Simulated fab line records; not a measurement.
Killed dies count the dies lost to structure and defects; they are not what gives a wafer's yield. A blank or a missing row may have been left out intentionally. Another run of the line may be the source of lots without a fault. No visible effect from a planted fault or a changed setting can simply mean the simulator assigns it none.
Split-lot trial + flow n5_finfet + 39 wafers read from 7 lots, route of 1938 steps

THE SPLIT ITSELF
At N5_HKMG_FIN_DESCUM_17 (chemistry O2, time 7.9 s), the setting time_s was moved away from the recipe's 7.9 s on 15 of the 39 wafers read, by -37.6% to +58.2%. The other wafers ran this setting at the recipe's value.

No step appears in the file between the split and the reading.

THE READING
CAR-ArF_of_HKMG_FIN_COAT_06.thk_nm (the simulator's own value, which no gauge read), in nm, at N5_HKMG_FIN_ETCH_31 (etches SiARC in CF4, target depth 45.5 nm, time 75.8 s). The file gives no usual value for it. The 24 wafers here that ran the recipe average 50.9 nm, standard deviation 0.25 nm.

| wafer  | tool, chamber at the split | time_s as run, s | against the recipe | CAR-ArF_of_HKMG_FIN_COAT_06.thk_nm, nm | against lot-mates on the recipe |
|--------|----------------------------|------------------|--------------------|----------------------------------------|---------------------------------|
| L081.1 | rie_diel-02, 3             | 7.9              | recipe             | 50.8                                   | -                               |
| L081.2 | rie_diel-02, 0,1,1         | 7.9              | recipe             | 51.2                                   | -                               |
| L081.3 | rie_diel-02, 0,1,1         | 7.9              | recipe             | 51.2                                   | -                               |
| L081.5 | rie_diel-02, 0,1,1         | 7.9              | recipe             | 51.2                                   | -                               |
| L081.4 | rie_diel-02, 2,0           | 7.9              | recipe             | 51                                     | -                               |
| L081.6 | rie_diel-02, 2,0           | 7.9              | recipe             | 51                                     | -                               |
| L083.1 | rie_diel-04, 0             | 7.9              | recipe             | 50.4                                   | -                               |
| L083.2 | rie_diel-04, 1             | 10.56            | +33.7%             | 49.2                                   | -1.6                            |
| L083.3 | rie_diel-04, 2,0           | 10.56            | +33.7%             | 49.2                                   | -1.6                            |
| L083.4 | rie_diel-04, 2,0           | 10.56            | +33.7%             | 49                                     | -1.8                            |
| L083.5 | rie_diel-04, 1             | 7.9              | recipe             | 51.2                                   | -                               |
| L083.6 | rie_diel-04, 2             | 7.9              | recipe             | 50.8                                   | -                               |
| L084.1 | rie_diel-04, 1             | 7.9              | recipe             | 51.2                                   | -                               |
| L084.5 | rie_diel-04, 1             | 7.9              | recipe             | 51                                     | -                               |
| L084.6 | rie_diel-04, 0             | 7.9              | recipe             | 50.2                                   | -                               |
| L085.1 | rie_diel-02, 1,0           | 5.238            | -33.7%             | 52.4                                   | +1.6                            |
| L085.5 | rie_diel-02, 1,0           | 5.238            | -33.7%             | 52.4                                   | +1.6                            |
| L085.2 | rie_diel-02, 0             | 5.238            | -33.7%             | 51.8                                   | +1.0                            |
| L085.3 | rie_diel-02, 2             | 7.9              | recipe             | 50.8                                   | -                               |
| L085.4 | rie_diel-02, 2,1           | 7.9              | recipe             | 50.8                                   | -                               |
| L085.6 | rie_diel-02, 2,1           | 7.9              | recipe             | 50.8                                   | -                               |
| L094.1 | rie_diel-03, 3,1           | 7.9              | recipe             | 50.8                                   | -                               |
| L094.6 | rie_diel-03, 3,1           | 7.9              | recipe             | 50.8                                   | -                               |
| L094.2 | rie_diel-03, 2,0           | 4.927            | -37.6%             | 52.4                                   | +1.7                            |
| L094.4 | rie_diel-03, 2,0           | 4.927            | -37.6%             | 52.4                                   | +1.7                            |
| L094.3 | rie_diel-03, 1             | 4.927            | -37.6%             | 52.6                                   | +1.9                            |
| L094.5 | rie_diel-03, 2             | 7.9              | recipe             | 50.6                                   | -                               |
| L095.1 | rie_diel-02, 2,3,2         | 7.9              | recipe             | 51                                     | -                               |
| L095.5 | rie_diel-02, 2,3,2         | 7.9              | recipe             | 51                                     | -                               |
| L095.2 | rie_diel-02, 2,3,2         | 7.9              | recipe             | 50.8                                   | -                               |
| L095.3 | rie_diel-02, 0,0,3         | 5.633            | -28.7%             | 52.2                                   | +1.3                            |
| L095.4 | rie_diel-02, 0,0,3         | 5.633            | -28.7%             | 52.2                                   | +1.3                            |
| L095.6 | rie_diel-02, 0,0,3         | 5.633            | -28.7%             | 52.2                                   | +1.3                            |
| L096.1 | rie_diel-04, 3             | 7.9              | recipe             | 50.8                                   | -                               |
| L096.2 | rie_diel-04, 1,2           | 12.5             | +58.2%             | 48                                     | -2.8                            |
| L096.4 | rie_diel-04, 1,2           | 12.5             | +58.2%             | 48                                     | -2.8                            |
| L096.3 | rie_diel-04, 0             | 7.9              | recipe             | 50.6                                   | -                               |
| L096.5 | rie_diel-04, 0             | 12.5             | +58.2%             | 47.8                                   | -3.0                            |
| L096.6 | rie_diel-04, 3             | 7.9              | recipe             | 51                                     | -                               |
When a row names more than one chamber, that row covers several wafers, and the file does not tell which wafer ran in which chamber.

THE FIT
A straight line over all 39 wafers: CAR-ArF_of_HKMG_FIN_COAT_06.thk_nm changes by -0.0472 nm for each +1% of time_s; r = -0.98; the points scatter about the line by 0.24 nm.
The same after taking each lot's own level away (the mean of its wafers on the recipe; 39 wafers): -0.0471 nm for each +1%; r = -0.99; scatter 0.21 nm.
That fit puts the effect of the largest move of time_s on the reading at 2.7 nm.
The span of the lots' own levels, 50.73 to 51.07 nm, comes to 1.3 times the standard deviation stated above.
Consequently the slope shifts little with the lot-to-lot level, the two slopes agreeing.
Check: with one of the wafers moved furthest among these (+58.2%) left out of the fit, the line predicts -2.78 nm for it against its lot-mates. Against them it came out at -2.8 nm.

THESE WAFERS: OTHER SPLITS
Before the reading, these wafers also passed through other splits. Each is held against what the fit with the lots' levels taken away leaves over:
| other split on the same wafers       | wafers away from the commonest value | r with CAR-ArF_of_HKMG_FIN_COAT_06.thk_nm (lot level and that fit taken away) |
|--------------------------------------|--------------------------------------|-------------------------------------------------------------------------------|
| N5_FIN_SAQP_ALD_61 ald_cycles        | 15                                   | +0.10                                                                         |
| N5_STI_FIN_REVEAL_ETCHBACK_08 time_s | 9                                    | +0.00                                                                         |
| N5_SD_EPI_N_DESCUM_14 time_s         | 15                                   | +0.15                                                                         |

THE WHOLE CHAIN: every reading that the file lists as answering this split, in the file's order
| step                  | what it does                                           | reading                                                                             | change (the file's fit)                | r (the file's) |
|-----------------------|--------------------------------------------------------|-------------------------------------------------------------------------------------|----------------------------------------|----------------|
| N5_HKMG_FIN_DESCUM_17 | chemistry O2, time 7.9 s                               | CAR-ArF_of_HKMG_FIN_COAT_06.thk_nm (the simulator's own value, which no gauge read) | -0.0463 nm for each +1% of the setting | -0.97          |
| N5_HKMG_FIN_ETCH_31   | etches SiARC in CF4, target depth 45.5 nm, time 75.8 s | CAR-ArF_of_HKMG_FIN_COAT_06.thk_nm (the simulator's own value, which no gauge read) | -0.0471 nm for each +1% of the setting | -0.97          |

THE FILE'S OWN FIT
CAR-ArF_of_HKMG_FIN_COAT_06.thk_nm changes by -0.0471 nm for each +1% of time_s, r = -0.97.
